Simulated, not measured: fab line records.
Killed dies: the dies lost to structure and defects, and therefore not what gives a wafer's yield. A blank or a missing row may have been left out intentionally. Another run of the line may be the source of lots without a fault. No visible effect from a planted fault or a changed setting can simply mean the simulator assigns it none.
Chamber matching	flow nand_harc	3 sister chambers for NHARC_A_STAIRCASE_DEP_151 on pecvd-01
The step deposits SiO2, target thk 7200 nm. 6 wafers are shown with their chamber, then 7 later ones without.

## WAFERS, EACH WITH ITS CHAMBER
wafer	chamber	heater_power_w (W)	rf_fwd_power_W (W)
L823.4	1	769	498.6
L831.4	0	548	498.4
L831.5	2	525	500.4
L831.6	1	802	496.1
L836.2	0	528	498.9
L836.3	2	589	502.3

## WAFERS WITHOUT THEIR CHAMBER
wafer	heater_power_w (W)	rf_fwd_power_W (W)
L836.4	544	497.3
L839.2	647	498.1
L839.4	828	498.2
L839.5	507	500.4
L840.1	537	498.3
L840.3	572	499.4
L840.4	814	502.3

## CHAMBER TAKEN BY EACH
wafer	from the rows above	in truth
L836.4	0	0
L839.2	can't be placed: 0 or 2 or 1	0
L839.4	1	1
L839.5	can't be placed: 0 or 2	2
L840.1	0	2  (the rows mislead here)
L840.3	can't be placed: 0 or 2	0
L840.4	1	1
Placed correctly: 3 of 7. Unplaceable from these rows: 3, with the true chamber sitting among the candidates in 3. Number placed wrongly: 1.
How it was worked out, from the rows above alone: a wafer's distance from a chamber is the root of the sum, over the readings, of the square of ((its reading less the chamber's mean) divided by the reading's scatter). The wafer belongs to the nearest chamber; if the next one is less than 2 further off, it can't be placed. For every chamber, the mean is computed from those of its wafers that are shown. The scatter: the root of (the sum of the squares of (reading less its chamber's mean) over the shown wafers, divided by (wafers less chambers)).
